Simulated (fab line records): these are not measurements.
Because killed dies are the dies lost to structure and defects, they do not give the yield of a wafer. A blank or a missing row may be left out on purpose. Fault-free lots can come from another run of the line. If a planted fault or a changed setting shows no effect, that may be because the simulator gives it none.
Which of the tools did it?	flow nand harc	Sampling: 10 lots, 30 wafers, 7 of 1302 route steps

## WHAT EACH GAUGE READ, for each wafer
NHARC_A_CHANNEL_HOLE_D1_OVL_MEAS_11. Usual: overlay x nm 0.1 nm, standard deviation 0.75; overlay y nm -0.3 nm, standard deviation 0.9.
lot	measured	on	overlay x nm (nm)	overlay y nm (nm)	flag
L468	day 11 07:30	overlay-02	0.9 0.9 0.9	-0.2 -0.6 -0.4	
L470	day 11 10:37	overlay-02	0.1 0.7 -0.2	-1.5 -0.2 -0.8	
L471	day 11 23:37	overlay-01	1.1 1.1 0.8	-0.7 -0.1 -0.3	
L474	day 12 20:34	overlay-01	-1.4 -0.7 -1.0	-1.3 -1.9 -1.4	
L476	day 13 11:19	overlay-01	1.7 1.4 1.3	-0.6 -0.1 -0.4	
L477	day 14 02:42	overlay-01	-0.3 0.0 -0.6	0.0 0.0 0.0	
L478	day 14 18:55	overlay-02	-0.3 0.0 -0.1	0.4 0.3 0.8	
L481	day 15 14:23	overlay-01	0.7 0.6 0.5	0.2 -0.1 -0.8	
L482	day 16 10:46	overlay-01	-0.2 0.3 -1.0	-0.5 -0.6 -0.2	
L484	day 16 20:21	overlay-01	-1.0 -1.4 -0.7	-0.5 -0.5 0.5	

NHARC_A_CHANNEL_HOLE_D1_CD_MEAS_30. Usual: cd nm 89.8 nm, standard deviation 1.4.
lot	measured	on	cd nm (nm)	flag
L468	day 11 14:24	cd sem-03	0.9 -0.2 1.3	OFF
L470	day 11 18:32	cd sem-02	-0.1 -0.5 0.3	OFF
L471	day 12 08:16	cd sem-03	-0.3 -0.1 0.8	OFF
L474	day 13 07:32	cd sem-03	91.6 91.6 90.3	
L476	day 13 20:04	cd sem-03	88.0 91.5 90.6	
L477	day 14 09:29	cd sem-01	89.6 89.0 90.4	
L478	day 15 01:50	cd sem-03	91.6 91.1 90.6	
L481	day 15 22:50	cd sem-03	89.3 90.1 89.5	
L482	day 16 20:00	cd sem-03	90.5 89.6 90.7	
L484	day 17 04:22	cd sem-03	90.0 91.4 92.1	

NHARC_END_SORT_01. Usual: killed at array 62, standard deviation 18; killed at other 0.9, standard deviation 1.2; killed at periphery 4.2, standard deviation 2.9; killed dies 67, standard deviation 17; killed open 3.6, standard deviation 1.9; killed short 2.5, standard deviation 1.6.
lot	measured	on	killed at array	killed at other	killed at periphery	killed dies	killed open	killed short	flag
L468	day 27 00:48	prober-02	673 676 673	0 0 0	4 1 4	677 677 677	2 3 6	2 0 4	OFF
L470	day 27 13:37	prober-02	675 671 673	1 3 0	1 3 4	677 677 677	3 3 2	0 7 4	OFF
L471	day 27 23:34	prober-02	676 676 676	0 0 0	1 1 1	677 677 677	4 1 2	1 5 2	OFF

## TOOL THAT RAN EACH LOT (tool first, then ch and the chambers of the sampled wafers, then the start)
lot	NHARC_A_CHANNEL_HOLE_D1_ETCH_21	NHARC_A_CHANNEL_HOLE_D1_ETCH_25	NHARC_A_CHANNEL_HOLE_D1_ETCH_33	NHARC_A_CHANNEL_HOLE_D1_XSEM_31
L468	har etch-02 ch 0,1, day 11 09:23	har etch-02 ch 0,1, day 11 11:54	har etch-02 ch 0,1, day 11 12:52	xsem-01 ch 0, day 11 14:29
L470	har etch-02 ch 0,1, day 11 13:28	har etch-02 ch 0,1, day 11 15:55	har etch-02 ch 0,1, day 11 16:59	xsem-01 ch 0, day 11 18:37
L471	har etch-02 ch 0,1, day 12 03:10	har etch-02 ch 0,1, day 12 05:38	har etch-02 ch 0,1, day 12 06:44	xsem-02 ch 0, day 12 08:22
L474	har etch-02 ch 0, day 12 22:41	har etch-02 ch 0, day 13 03:38	har etch-02 ch 0, day 13 05:49	xsem-02 ch 0, day 13 07:38
L476	har etch-02 ch 0,1, day 13 15:05	har etch-02 ch 0,1, day 13 17:43	har etch-02 ch 0,1, day 13 18:34	xsem-02 ch 0, day 13 20:10
L477	har etch-01 ch 0,1, day 14 04:33	har etch-01 ch 0,1, day 14 07:09	har etch-01 ch 0,1, day 14 07:59	xsem-01 ch 0, day 14 09:34
L478	har etch-02 ch 0,1, day 14 20:46	har etch-02 ch 0,1, day 14 23:14	har etch-02 ch 0,1, day 15 00:18	xsem-01 ch 0, day 15 01:55
L481	har etch-02 ch 0,1, day 15 17:58	har etch-02 ch 0,1, day 15 20:40	har etch-02 ch 0,1, day 15 21:23	xsem-02 ch 0, day 15 22:56
L482	har etch-02 ch 0,1, day 16 14:55	har etch-02 ch 0,1, day 16 17:23	har etch-02 ch 0,1, day 16 18:28	xsem-02 ch 0, day 16 20:05
L484	har etch-02 ch 0,1, day 16 23:16	har etch-02 ch 0,1, day 17 01:44	har etch-02 ch 0,1, day 17 02:49	xsem-02 ch 0, day 17 04:28
- NHARC_A_CHANNEL_HOLE_D1_ETCH_21: etches the open film in C4F8/O2/Ar, time 514.3 s, target depth 1600 nm.
- NHARC_A_CHANNEL_HOLE_D1_ETCH_25: etches the open film in C4F8/O2/Ar, time 1040.2 s, target depth 1500 nm.
- NHARC_A_CHANNEL_HOLE_D1_ETCH_33: etches the open film in C4F8/O2/Ar, time 90 s, target depth 400 nm.
- NHARC_A_CHANNEL_HOLE_D1_XSEM_31

## AS READ BY THE TOOLS THEMSELVES (means over the sampled wafers that have a number; for cases with no such wafer, the mark the record gives instead)
NHARC_A_CHANNEL_HOLE_D1_ETCH_21. Usual: c4f8 flow sccm 89.25 sccm, standard deviation 0.28; chamber pressure mTorr 20.001 mTorr, standard deviation 0.019; drypump motor current A 6.36 A, standard deviation 0.22; showerhead plenum p Torr 3.61 Torr, standard deviation 0.16; throttle valve pct 32.156 %, standard deviation 0.01.
lot	tool	c4f8 flow sccm (sccm)	chamber pressure mTorr (mTorr)	drypump motor current A (A)	showerhead plenum p Torr (Torr)	throttle valve pct (%)	flag
L468	har etch-02	89.08	19.998	6.14	3.43	32.154	
L470	har etch-02	89.22	19.987	6.33	3.45	32.158	
L471	har etch-02	89.26	19.988	6.17	3.42	32.146	
L474	har etch-02	89.31	20.004	6.48	3.47	32.149	
L476	har etch-02	89.46	20.004	6.12	3.77	32.159	
L477	har etch-01	89.23	20.003	6.49	3.64	32.158	
L478	har etch-02	89.21	20.002	6.32	3.61	32.155	
L481	har etch-02	89.55	20.010	6.34	3.60	32.157	
L482	har etch-02	89.19	19.987	6.16	3.92	32.165	
L484	har etch-02	89.52	19.991	6.13	3.92	32.155	

NHARC_A_CHANNEL_HOLE_D1_ETCH_25. Usual: c4f8 flow sccm 93.81 sccm, standard deviation 0.26; chamber pressure mTorr 20.000 mTorr, standard deviation 0.02; drypump motor current A 6.36 A, standard deviation 0.22; showerhead plenum p Torr 3.60 Torr, standard deviation 0.16; throttle valve pct 32.235 %, standard deviation 0.0091.
lot	tool	c4f8 flow sccm (sccm)	chamber pressure mTorr (mTorr)	drypump motor current A (A)	showerhead plenum p Torr (Torr)	throttle valve pct (%)	flag
L468	har etch-02	-	-	-	-	-	OFF
L470	har etch-02	-	-	-	-	-	OFF
L471	har etch-02	-	-	-	-	-	OFF
L474	har etch-02	94.02	19.997	6.49	3.46	32.234	
L476	har etch-02	93.80	20.010	6.17	3.77	32.232	
L477	har etch-01	93.66	19.987	6.49	3.63	32.231	
L478	har etch-02	93.80	20.012	6.30	3.61	32.226	
L481	har etch-02	93.85	19.997	6.31	3.60	32.249	
L482	har etch-02	93.74	20.004	6.16	3.92	32.238	
L484	har etch-02	93.70	20.006	6.16	3.91	32.246	

NHARC_A_CHANNEL_HOLE_D1_ETCH_33. Usual: bias v 400 V, standard deviation 4; c4f8 flow sccm 41.71 sccm, standard deviation 0.13; drypump motor current A 6.37 A, standard deviation 0.22; showerhead plenum p Torr 3.64 Torr, standard deviation 0.17; throttle valve pct 27.619 %, standard deviation 0.0096.
lot	tool	bias v (V)	c4f8 flow sccm (sccm)	drypump motor current A (A)	showerhead plenum p Torr (Torr)	throttle valve pct (%)	flag
L468	har etch-02	392	41.72	6.16	3.46	27.615	
L470	har etch-02	400	41.64	6.31	3.48	27.623	
L471	har etch-02	398	41.73	6.16	3.46	27.614	
L474	har etch-02	399	41.80	6.51	3.50	27.617	
L476	har etch-02	397	41.51	6.15	3.82	27.613	
L477	har etch-01	400	41.78	6.46	3.67	27.612	
L478	har etch-02	401	41.65	6.34	3.64	27.618	
L481	har etch-02	402	41.89	6.31	3.64	27.629	
L482	har etch-02	395	41.81	6.16	3.97	27.615	
L484	har etch-02	402	41.74	6.15	3.96	27.616	

NHARC_A_CHANNEL_HOLE_D1_XSEM_31. Usual: bot cd nm 74.3 nm, standard deviation 1.4; bow nm 8.56 nm, standard deviation 0.29; tilt deg 0.07 degrees, standard deviation 0.041.
lot	tool	bot cd nm (nm)	bow nm (nm)	tilt deg (degrees)	flag
L468	xsem-01	0.3	0.20	0.06	OFF
L470	xsem-01	0.2	0.38	0.05	OFF
L471	xsem-02	0.2	0.85	0.11	OFF
L474	xsem-02	76.3	8.54	0.07	
L476	xsem-02	74.5	8.32	0.12	
L477	xsem-01	74.4	8.59	0.08	
L478	xsem-01	75.3	8.36	0.09	
L481	xsem-02	73.8	8.76	0.09	
L482	xsem-02	75.2	9.04	0.10	
L484	xsem-02	76.2	8.33	0.08	

## THE ANSWER, worked out from the rows above alone
Rule: lot off if the mean of its wafers having a number is beyond 3 standard deviations from the usual mean. A lot without any number at a reading at which 4 lots or more have one is off too. Any other lot the step has rows for is counted as sound. The gauges are gone through in route order, then the tools' own readings, and for those a lot's mean is taken as printed above. The first step at which some lot is off is used, and at that step the reading that is off furthest; a lot without a number counts as furthest.
Off: L468, L470, L471, at NHARC_A_CHANNEL_HOLE_D1_CD_MEAS_30 (cd nm).
A tool fits if, at a process step before that reading, it ran every lot that is off, and no sound lot after the first of them. Not tried: the gauges at NHARC_A_CHANNEL_HOLE_D1_CD_MEAS_30; whatever is off there is also off at NHARC_END_SORT_01, on other tools, and gauge error can't account for it. No candidate that was tried fits.

## WHAT THE SIMULATOR HAD INSERTED
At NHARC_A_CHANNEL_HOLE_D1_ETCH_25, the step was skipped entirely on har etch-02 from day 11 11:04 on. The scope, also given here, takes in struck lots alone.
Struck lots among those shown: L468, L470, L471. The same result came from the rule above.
